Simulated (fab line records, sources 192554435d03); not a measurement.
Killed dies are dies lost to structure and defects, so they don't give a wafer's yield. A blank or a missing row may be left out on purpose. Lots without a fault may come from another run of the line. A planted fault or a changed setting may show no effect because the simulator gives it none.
A struck lot beside a sound one | flow n5_finfet | 41 steps out of a route of 1938
Sound: wafers L418.2, L418.3, L418.4. Struck: wafer L419.4. (L419.3, L419.6 of the same lot were not struck and are left out.) The cause comes at the end.
At each step with rows: each side's tool, then ch and its chambers, then its first start. Under that, the readings that differ: sound wafers | struck wafers | difference of the means | sigmas: that difference in standard deviations of wafers without a fault.
alike: readings whose means differ by less than 2 such deviations, and words and numbers that are the same on both sides. not compared: withheld readings, readings that some wafer has no value for, bounds like >300 that may hide the same value, and numbers for which the record gives no deviation and whose values overlap.
The two part at a step that has a row with sigmas, a row that says differs or no value, or rows on one side only. Numbers that don't overlap but have no deviation are shown without sigmas and don't part them. A reading that every wafer of one side lacks parts them only if that side has two wafers or more.

first, 9 steps without rows for these wafers: N5_BEOL_M4_ANNEAL_95 (time 240 s); N5_BEOL_M4_SPUTTER_96 (material Cu, target thk 4.5 nm, time 8.29 s); N5_BEOL_M4_ECD_50 (material Cu, target thk 300 nm); N5_BEOL_M4_ANNEAL_51 (time 90 s); N5_BEOL_M4_CMP_52 (polishes, stops on SiOC, t overpolish 6.8 s, target thk 40 nm); N5_BEOL_M4_PRE_CLEAN_60 (time 15 s); N5_BEOL_M4_CO_CAP_55 (material Co, precursor CCTBA/H2, target thk 2 nm, time 102.1 s); N5_BEOL_M4_PRE_CLEAN_56 (time 15 s); N5_BEOL_M4_DEP_57 (deposits SiCN from 3MS/NH3, target thk 8 nm, time 14 s).
N5_BEOL_M4_RC_MEAS_101:
  sound on prober-01 ch 0, day 11 15:42; struck on prober-02 ch 0, day 11 14:09
  alike: DIBL_N, DIBL_P, IOFF_N, IOFF_P, ION_N, ION_P, SS_N, SS_P, VT_N, VT_P
then, 24 steps without rows for these wafers: N5_BEOL_M5_ILD_DEP_00 (deposits SiCOH lowk from DEMS/porogen, target thk 140.64 nm, time 25.9 s); N5_BEOL_M5_CURE_79 (cures SiCOH lowk, time 240 s); N5_BEOL_M5_PECVD_70 (deposits SiO2 from TEOS/O2, target thk 16 nm, time 18 s); N5_BEOL_M5_HM_DEP_02 (deposits TiN, target thk 20 nm); N5_BEOL_M5_COAT_59 (time 60 s, resist thk 60 nm); N5_BEOL_M5_COAT_60 (time 60 s, resist thk 12 nm); N5_BEOL_M5_COAT_71 (time 60 s, resist thk 5 nm); N5_BEOL_M5_COAT_05 (resist thk 30 nm); N5_BEOL_M5_EBR_07; N5_BEOL_M5_SOFTBAKE_06 (time 60 s); N5_BEOL_M5_EXPOSE_08 (exposes mask M5, target cd 28 nm); N5_BEOL_M5_PEB_09 (peb time 60 s); N5_BEOL_M5_DEVELOP_10 (develop time 30 s); N5_BEOL_M5_DESCUM_16 (chemistry O2, time 7 s); N5_BEOL_M5_ETCH_72 (etches underlayer in N2/H2, target depth 6.5 nm, time 5.2 s); N5_BEOL_M5_ETCH_61 (etches SiARC in CF4, target depth 15.6 nm, time 26 s); N5_BEOL_M5_ETCH_62 (etches SOC in N2/H2, target depth 75 nm, overetch 15 nm, time 112.5 s); N5_BEOL_M5_STRIP_63 (strips in N2/H2); N5_BEOL_M5_STRIP_73 (strips in N2/H2); N5_BEOL_M5_STRIP_64 (strips in CF4); N5_BEOL_M5_HM_OPEN_17 (chemistry Cl2/BCl3, target TiN, target depth 20 nm, overetch 6 nm); N5_BEOL_M5_STRIP_19 (strips in O2); N5_BEOL_M5_COAT_65 (time 60 s, resist thk 60 nm); N5_BEOL_M5_COAT_66 (time 60 s, resist thk 12 nm).
N5_BEOL_M6_TRENCH_ETCH_37: etches SiCOH lowk in C4F6/O2, target depth 94.435 nm, time 31.5 s.
  sound on rie_diel-01 ch 0,2, day 12 10:21; struck on rie_diel-02 ch 2, day 12 10:32
  reading                                    | sound             | struck | difference | sigmas
  drypump_motor_current_A (A)                | 5.6 5.9 5.6       | 6.6    | +0.9       | +2
  showerhead_plenum_p_Torr (Torr)            | 2.71 2.70 2.71    | 2.97   | +0.26      | +4
  throttle_valve_pct (%)                     | 20.95 20.79 20.94 | 21.44  | +0.55      | +3
  model.etch.depth_nm (nm)                   | 92.08 92.29 91.55 | 65.58  | -26.39     |
  model.BEOL_M6.feature_depth_nm (nm)        | 92 92.2 91.6      | 65.6   | -26.3      |
  model.TiN_of_BEOL_M6_HM_DEP_02.thk_nm (nm) | 17.2 17.4 17.4    | 18.2   | +0.9       |
  alike: mfc_ar_sccm, oes_product_au, rf_vpp_V
  not compared: rf_hours_counter_h
N5_BEOL_M6_OCD_MEAS_38:
  sound on ocd-01, day 12 10:31; struck on ocd-01, day 12 10:41
  reading              | sound          | struck | difference | sigmas
  trench_depth_nm (nm) | 92.2 92.2 91.7 | 66.0   | -26.0      | -17
N5_BEOL_M6_CMP_52: polishes, stops on SiCOH lowk, t overpolish 6.9 s, target thk 80 nm.
  sound on cmp-01 ch 0,1,2, day 12 13:17; struck on cmp-02 ch 2, day 12 13:32
  reading                                | sound          | struck | difference | sigmas
  model.Cu_of_BEOL_M6_ECD_50.thk_nm (nm) | 76.2 77.6 77.6 | 50.4   | -26.7      |
  alike: barrier_field_endpoint_s, motor_current_A, overpolish_run_s, time_to_endpoint_s
N5_BEOL_M6_THK_MEAS_53: measures by xrf.
  sound on film_metro-02, day 12 13:32; struck on film_metro-01, day 12 13:50
  reading     | sound          | struck | difference | sigmas
  M6_THK (nm) | 78.9 80.3 80.6 | 52.1   | -27.8      | -15
N5_BEOL_M6_RS_MEAS_57: measures by four-point-probe.
  sound on film_metro-01, day 12 13:40; struck on film_metro-02, day 12 13:59
  reading        | sound             | struck | difference | sigmas
  M6_RS (ohm/sq) | 0.302 0.296 0.296 | 0.501  | +0.203     | +25
-- the record jumps here: 3 days lie between the struck wafers' starts before and after (it left off in module BEOL_M6 and takes up again in module BEOL_M15, whose first step shown is number 1830 of the route) --
N5_BEOL_M15_RC_MEAS_101:
  sound on prober-02 ch 0, day 15 18:34; struck on prober-01 ch 0, day 15 18:27
  reading                   | sound                   | struck | difference | sigmas
  COMB_M10 (S/m)            | 1.5e-11 1.5e-11 1.7e-11 | 9e-12  | -7e-12     | -2
  SERP_M6 (ohm/um)          | 13.7 13.2 14.0          | 23.2   | +9.6       | +17
  SERP_M6_max_site (ohm/um) | 14.1 13.9 14.4          | 25.8   | +11.7      | +20
  alike: COMB_M11, COMB_M12, COMB_M12_max_site, COMB_M13, COMB_M14, COMB_M15, COMB_M5, COMB_M7, COMB_M8, COMB_M8_max_site, COMB_M9, SERP_M10, SERP_M11, SERP_M12, SERP_M12_max_site, SERP_M13, SERP_M13_max_site, SERP_M14, SERP_M5, SERP_M7, SERP_M8, SERP_M9
N5_PASSIVATION_PROBE_49:
  sound on prober-02, day 16 06:37; struck on prober-01, day 16 06:40
  reading                 | sound       | struck | difference | sigmas
  sort_bin_5_function (%) | 5.1 6.1 5.8 | 3.6    | -2.1       | -2
  sort_bin_8_speed (%)    | 0 0 0       | 1.44   | +1.44      | +6
  alike: defect_limited_yield, killed_at_M0_to_M3, killed_at_M4_up, killed_at_contacts, killed_at_front_end, killed_at_other, killed_dies, killed_open, killed_short, sort_bin_6_memory, sort_n_pass

WHERE THEY PART
First at N5_BEOL_M6_TRENCH_ETCH_37; last, within this record, at N5_PASSIVATION_PROBE_49.

WHY: what the simulator had put in
Process parameter drift: rie_diel-02, from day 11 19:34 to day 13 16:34, at N5_BEOL_M6_TRENCH_ETCH_37. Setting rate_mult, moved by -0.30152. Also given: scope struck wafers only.
